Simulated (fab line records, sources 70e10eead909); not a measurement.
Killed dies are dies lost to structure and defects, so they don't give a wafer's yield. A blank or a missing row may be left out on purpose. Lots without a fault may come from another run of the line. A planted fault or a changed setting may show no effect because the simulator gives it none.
Chamber matching | flow nand_harc | NHARC_A_CHANNEL_FILL_D2_ALD_16 on ald_hk-01: 4 sister chambers
The step deposits SiO2, target thk 1.5 nm, pulse time 10 s, ald cycles 15. 8 wafers are shown with their chamber, then 8 later ones without.

WAFERS WITH THEIR CHAMBER
wafer  | chamber | heater_power_outer_w (W) | heater_power_w (W)
L458.3 | 0       | 293                      | 500
L461.6 | 0       | 287                      | 502
L463.1 | 1       | 188                      | 320
L463.2 | 2       | 267                      | 489
L471.1 | 2       | 265                      | 485
L471.4 | 3       | 265                      | 459
L471.6 | 3       | 264                      | 450
L474.1 | 1       | 194                      | 345

WAFERS WITHOUT THEIR CHAMBER
wafer  | heater_power_outer_w (W) | heater_power_w (W)
L474.3 | 275                      | 489
L474.6 | 272                      | 497
L477.1 | 273                      | 477
L477.2 | 198                      | 336
L477.6 | 272                      | 485
L478.2 | 289                      | 498
L478.4 | 194                      | 350
L478.5 | 197                      | 339

WHICH CHAMBER EACH WENT THROUGH
wafer  | from the rows above     | in truth
L474.3 | 2                       | 2
L474.6 | 2                       | 2
L477.1 | can't be placed: 2 or 3 | 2
L477.2 | 1                       | 1
L477.6 | 2                       | 2
L478.2 | 0                       | 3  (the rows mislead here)
L478.4 | 1                       | 1
L478.5 | 1                       | 1
Placed correctly: 6 of 8. Can't be placed from these rows: 1 (the true chamber is among the candidates in 1). Placed wrongly: 1.
How it was worked out, from the rows above alone: a wafer's distance from a chamber is the root of the sum, over the readings, of the square of ((its reading less the chamber's mean) divided by the reading's scatter). The wafer belongs to the nearest chamber; if the next one is less than 2 further off, it can't be placed. A chamber's mean is the mean of its shown wafers. The scatter: the root of (the sum of the squares of (reading less its chamber's mean) over the shown wafers, divided by (wafers less chambers)).
